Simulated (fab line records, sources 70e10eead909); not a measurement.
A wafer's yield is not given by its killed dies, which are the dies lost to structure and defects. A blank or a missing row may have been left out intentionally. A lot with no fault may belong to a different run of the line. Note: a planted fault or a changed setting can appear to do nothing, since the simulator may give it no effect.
The tool behind it: which one?	flow nand-harc	11 lots with 33 wafers sampled at 7 steps, on a route of 1302 steps

== WHAT THE GAUGES READ, wafer by wafer ==
NHARC_A_ZERO_WELL_INSPECT_17.
lot	measured	on	raw-defect-count
L981	day 7 01:11	defect-inspect-02	12 15 8
L982	day 7 03:52	defect-inspect-01	10 9 19
L984	day 8 04:53	defect-inspect-02	25 11 20
L986	day 8 22:43	defect-inspect-02	3 7 8
L987	day 9 10:22	defect-inspect-02	5 2 5
L990	day 10 10:14	defect-inspect-01	24 9 10
L991	day 11 05:59	defect-inspect-01	11 6 10
L992	day 11 11:31	defect-inspect-02	4 10 17
L994	day 12 23:41	defect-inspect-02	13 14 853
L995	day 13 00:33	defect-inspect-02	12 783 10
L104	day 16 13:05	defect-inspect-01	13 7 6

NHARC_A_SOURCE_PLATE_INSPECT_08.
lot	measured	on	raw-defect-count
L981	day 7 22:14	defect-inspect-01	32 77 51
L982	day 7 22:13	defect-inspect-02	61 42 54
L984	day 9 01:08	defect-inspect-02	66 64 78
L986	day 9 21:15	defect-inspect-01	41 117 84
L987	day 10 07:13	defect-inspect-01	48 46 42
L990	day 11 06:12	defect-inspect-01	46 58 100
L991	day 12 01:43	defect-inspect-01	70 64 51
L992	day 12 07:27	defect-inspect-01	37 31 35
L994	day 13 20:23	defect-inspect-01	66 61 869
L995	day 13 20:24	defect-inspect-02	107 903 115
L104	day 17 08:59	defect-inspect-01	52 41 44

NHARC_END_SORT_01.
lot	measured	on	killed-at-array	killed-at-other	killed-at-periphery	killed-dies	killed-open	killed-short
L994	day 30 19:33	prober-02	86 79 100	1 1 2	0 2 2	87 82 104	3 4 4	1 1 1
L995	day 31 03:23	prober-01	61 91 67	1 2 0	2 0 1	64 93 68	3 2 3	2 3 1

== WHAT TOOL EACH LOT RAN ON (gives the tool, then ch and the chambers of the sampled wafers, and finally the start) ==
lot	NHARC_P_BONDPAD_STRIP_15	NHARC_P_BONDPAD_ETCH_24	NHARC_P_BONDPAD_CMP_19	NHARC_A_ZERO_WELL_PRECLEAN_22
L981	rie-diel-02 ch 1,2,3, day 6 20:06	rie-diel-02 ch 2,3, day 6 20:17	cmp-02 ch 0,1,2, day 6 21:49	wet-bench-01 ch 0,3,5, day 7 00:46
L982	rie-diel-02 ch 0,2,3, day 6 22:49	rie-diel-02 ch 0,1,2, day 7 00:30 or earlier	cmp-01 ch 0,1,2, day 7 00:30	wet-bench-09 ch 1,3,7, day 7 03:24
L984	rie-diel-02 ch 1,2,3, day 7 23:55	rie-diel-02 ch 1,2,3, day 8 01:36 or earlier	cmp-02 ch 0,2,3, day 8 01:36	wet-bench-09 ch 1,2,3, day 8 04:34
L986	rie-diel-07 ch 1,2,3, day 8 17:52	rie-diel-07 ch 0,1,3, day 8 19:29 or earlier	cmp-02 ch 0,1, day 8 19:29	wet-bench-01 ch 2,3,4, day 8 22:23
L987	rie-diel-03 ch 0,1,3, day 9 05:23	rie-diel-03 ch 0,2,3, day 9 07:03 or earlier	cmp-03 ch 1,2,3, day 9 07:03	wet-bench-01 ch 0,5,6, day 9 10:02
L990	rie-diel-07 ch 1,3, day 10 05:13	rie-diel-07 ch 1,2,3, day 10 05:24	cmp-03 ch 0,1, day 10 06:53	wet-bench-09 ch 3,4,6, day 10 09:52
L991	rie-diel-03 ch 0,2,3, day 11 01:01	rie-diel-03 ch 1,2,3, day 11 02:41 or earlier	cmp-01 ch 1,2,3, day 11 02:41	wet-bench-09 ch 2,5,6, day 11 05:38
L992	rie-diel-07 ch 0,1,2, day 11 06:34	rie-diel-07 ch 1,2, day 11 08:13 or earlier	cmp-01 ch 0,1,2, day 11 08:13	wet-bench-01 ch 4,6,7, day 11 11:11
L994	rie-diel-02 ch 2,3, day 12 18:47	rie-diel-02 ch 1,2, day 12 18:57	cmp-03 ch 1,2, day 12 20:29	wet-bench-01 ch 2,5,6, day 12 23:21
L995	rie-diel-07 ch 0,1,3, day 12 19:38	rie-diel-07 ch 1,2, day 12 21:17 or earlier	cmp-02 ch 0,2,3, day 12 21:17	wet-bench-01 ch 0,2,3, day 13 00:13
L104	rie-diel-03 ch 1,2,3, day 16 07:56	rie-diel-03 ch 0,1,2, day 16 09:40 or earlier	cmp-03 ch 0,1, day 16 09:40	wet-bench-07 ch 1,4,5, day 16 12:33
- NHARC_P_BONDPAD_STRIP_15: strips in O2.
- NHARC_P_BONDPAD_ETCH_24: etches the open film in CF4/N2, target depth 30 nm, time 72.99 s.
- NHARC_P_BONDPAD_CMP_19: polishes, t overpolish 30 s, cu recess touch 16 s, target thk 160.81 nm.
- NHARC_A_ZERO_WELL_PRECLEAN_22: cleans in SC1, time 60 s.

== WHAT THE TOOLS THEMSELVES READ (means of the sampled wafers that have a number; where no wafer has one, the mark that the record gives instead) ==
NHARC_P_BONDPAD_STRIP_15.
lot	tool	drypump-motor-current-A (A)	oes-product-au (a.u.)	rf-vpp-V (V)	showerhead-plenum-p-Torr (Torr)	throttle-valve-pct (%)
L981	rie-diel-02	5.9	1.005	58.8	3.70	17.037
L982	rie-diel-02	5.8	1.006	58.1	3.65	17.040
L984	rie-diel-02	5.9	0.996	58.2	3.70	17.033
L986	rie-diel-07	5.9	1.001	58.6	3.59	17.041
L987	rie-diel-03	5.8	1.007	58.7	3.59	17.036
L990	rie-diel-07	5.7	1.004	57.5	3.64	17.039
L991	rie-diel-03	5.9	0.996	56.7	3.54	17.040
L992	rie-diel-07	5.7	1.001	58.0	3.62	17.045
L994	rie-diel-02	5.9	1.014	58.7	3.71	17.037
L995	rie-diel-07	5.6	1.002	57.8	3.67	17.043
L104	rie-diel-03	5.5	0.994	57.7	3.61	17.028

NHARC_P_BONDPAD_ETCH_24.
lot	tool	bias-w (W)	drypump-motor-current-A (A)	oes-product-au (a.u.)	rf-vpp-V (V)	showerhead-plenum-p-Torr (Torr)	throttle-valve-pct (%)
L981	rie-diel-02	100.00	5.9	1.003	316.1	2.77	19.807
L982	rie-diel-02	100.00	5.8	1.011	315.1	2.71	19.801
L984	rie-diel-02	99.81	5.8	0.997	315.8	2.75	19.792
L986	rie-diel-07	99.98	5.6	1.010	316.7	2.73	19.790
L987	rie-diel-03	100.32	5.8	0.991	314.0	2.64	19.792
L990	rie-diel-07	100.23	5.9	1.001	315.0	2.67	19.790
L991	rie-diel-03	99.98	5.5	0.988	314.8	2.69	19.790
L992	rie-diel-07	99.87	5.6	0.997	314.9	2.72	19.800
L994	rie-diel-02	99.99	5.8	1.005	315.8	2.73	19.801
L995	rie-diel-07	99.87	5.6	1.000	314.9	2.71	19.785
L104	rie-diel-03	99.93	5.8	1.001	313.4	2.59	19.794

NHARC_P_BONDPAD_CMP_19.
lot	tool	motor-current-A (A)	overpolish-run-s (s)	slurry-filter-dp-kPa (kPa)
L981	cmp-02	12.9	29.994	13.55
L982	cmp-01	11.1	30.000	13.58
L984	cmp-02	12.5	30.000	13.42
L986	cmp-02	11.5	30.005	13.46
L987	cmp-03	10.9	29.997	13.43
L990	cmp-03	11.6	30.007	13.42
L991	cmp-01	11.5	29.998	13.51
L992	cmp-01	11.1	29.993	13.57
L994	cmp-03	11.0	29.999	13.62
L995	cmp-02	12.8	30.000	13.43
L104	cmp-03	11.2	29.992	13.44

== THE ANSWER, worked out from the rows above alone ==
Rule: what is usual is taken from the lots themselves. The widest of any qualifying gaps counts: lots, ordered by their means at a reading, are off when they make up no more than a third of the lots, leave a main group of 4 or more, and stand apart from it by 3 or more times the standard deviation of that group's means. A main group is skipped when, at the precision printed for the reading in the tables above, its means are all equal. Also off: a lot with no number at a reading for which 4 or more lots have one. Where the step has rows for the other lots, those lots are counted as sound. Order of review: gauges by route order, followed by the tools' own readings, for which a lot's mean as printed above is used. The first step at which some lot is off is used, and at that step the reading that is off furthest; a lot without a number counts as furthest.
Off: L994, L995, at NHARC_A_ZERO_WELL_INSPECT_17 (raw-defect-count). Main group: mean 11, sd 4.2.
A tool fits if, at a process step before that reading, it ran every lot that is off, and no sound lot after the first of them. Gauges at NHARC_A_ZERO_WELL_INSPECT_17: tried the same way as those tools. NHARC_P_BONDPAD_ETCH_24 gives no start for some lots, so the hours and the order of its lots are those of NHARC_P_BONDPAD_CMP_19. This does not decide it: 2 tools fit, namely wet-bench-01 at NHARC_A_ZERO_WELL_PRECLEAN_22 and defect-inspect-02 at NHARC_A_ZERO_WELL_INSPECT_17.

== WHAT HAD BEEN PUT IN BY THE SIMULATOR ==
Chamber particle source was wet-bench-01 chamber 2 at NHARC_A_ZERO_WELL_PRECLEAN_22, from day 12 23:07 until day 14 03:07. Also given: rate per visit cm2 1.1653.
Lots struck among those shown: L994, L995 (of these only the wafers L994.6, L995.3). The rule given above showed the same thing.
